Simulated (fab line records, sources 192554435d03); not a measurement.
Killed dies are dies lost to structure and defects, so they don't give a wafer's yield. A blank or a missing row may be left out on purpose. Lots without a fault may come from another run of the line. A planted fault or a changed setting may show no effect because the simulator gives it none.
Chamber matching | flow n5_finfet | N5_BEOL_M3_ALD_98 on ald_sin-04: 4 sister chambers
The step deposits SiO2, target thk 2.5 nm, pulse time 1 s, co reactant pulse time 1 s. 8 wafers are shown with their chamber, then 10 later ones without.

WAFERS WITH THEIR CHAMBER
wafer  | chamber | heater_power_w (W) | precursor_pulse_height_rel
L081.6 | 2       | 86                 | 1.016
L086.1 | 2       | 86                 | 0.988
L086.3 | 0       | 79                 | 1.014
L089.1 | 3       | 61                 | 1.029
L089.2 | 1       | 80                 | 0.993
L089.5 | 1       | 79                 | 0.983
L090.2 | 3       | 63                 | 1.008
L090.4 | 0       | 77                 | 1.000

WAFERS WITHOUT THEIR CHAMBER
wafer  | heater_power_w (W) | precursor_pulse_height_rel
L090.6 | 89                 | 1.003
L092.1 | 60                 | 1.007
L092.2 | 89                 | 1.006
L092.3 | 78                 | 1.016
L093.1 | 77                 | 0.998
L093.2 | 63                 | 1.011
L093.3 | 88                 | 0.977
L094.2 | 61                 | 0.987
L094.3 | 78                 | 0.998
L094.5 | 79                 | 1.039

WHICH CHAMBER EACH WENT THROUGH
wafer  | from the rows above     | in truth
L090.6 | 2                       | 2
L092.1 | 3                       | 3
L092.2 | 2                       | 2
L092.3 | can't be placed: 0 or 1 | 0
L093.1 | can't be placed: 0 or 1 | 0
L093.2 | 3                       | 3
L093.3 | 2                       | 2
L094.2 | 3                       | 3
L094.3 | can't be placed: 0 or 1 | 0
L094.5 | can't be placed: 0 or 1 | 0
Placed correctly: 6 of 10. Can't be placed from these rows: 4 (the true chamber is among the candidates in 4). Placed wrongly: 0.
How it was worked out, from the rows above alone: a wafer's distance from a chamber is the root of the sum, over the readings, of the square of ((its reading less the chamber's mean) divided by the reading's scatter). The wafer belongs to the nearest chamber; if the next one is less than 2 further off, it can't be placed. A chamber's mean is the mean of its shown wafers. The scatter: the root of (the sum of the squares of (reading less its chamber's mean) over the shown wafers, divided by (wafers less chambers)).
